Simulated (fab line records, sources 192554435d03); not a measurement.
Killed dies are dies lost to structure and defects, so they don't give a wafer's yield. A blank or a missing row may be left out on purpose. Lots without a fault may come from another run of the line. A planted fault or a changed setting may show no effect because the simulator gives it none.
Chamber matching | flow n5_finfet | N5_BEOL_M4_ILD_DEP_00 on pecvd-04: 3 sister chambers
The step deposits SiOC from DEMS/O2, target thk 79 nm, time 15.3 s. 6 wafers are shown with their chamber, then 8 later ones without.

WAFERS WITH THEIR CHAMBER
wafer  | chamber | throttle_valve_pct (%) | showerhead_plenum_p_Torr (Torr)
L080.5 | 1       | 12.2                   | 5.709
L080.6 | 2       | 11.5                   | 5.700
L087.1 | 2       | 11.6                   | 5.707
L087.2 | 1       | 12.5                   | 5.692
L087.3 | 0       | 12.6                   | 5.719
L087.4 | 0       | 12.3                   | 5.718

WAFERS WITHOUT THEIR CHAMBER
wafer  | throttle_valve_pct (%) | showerhead_plenum_p_Torr (Torr)
L087.5 | 11.4                   | 5.721
L087.6 | 12.2                   | 5.670
L090.4 | 12.7                   | 5.711
L090.5 | 12.3                   | 5.685
L090.6 | 11.4                   | 5.729
L093.2 | 12.4                   | 5.718
L093.3 | 11.7                   | 5.710
L093.5 | 12.4                   | 5.680

WHICH CHAMBER EACH WENT THROUGH
wafer  | from the rows above     | in truth
L087.5 | 2                       | 2
L087.6 | can't be placed: 1 or 2 | 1
L090.4 | can't be placed: 0 or 1 | 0
L090.5 | 1                       | 1
L090.6 | 2                       | 2
L093.2 | 0                       | 0
L093.3 | 2                       | 2
L093.5 | 1                       | 1
Placed correctly: 6 of 8. Can't be placed from these rows: 2 (the true chamber is among the candidates in 2). Placed wrongly: 0.
How it was worked out, from the rows above alone: a wafer's distance from a chamber is the root of the sum, over the readings, of the square of ((its reading less the chamber's mean) divided by the reading's scatter). The wafer belongs to the nearest chamber; if the next one is less than 2 further off, it can't be placed. A chamber's mean is the mean of its shown wafers. The scatter: the root of (the sum of the squares of (reading less its chamber's mean) over the shown wafers, divided by (wafers less chambers)).
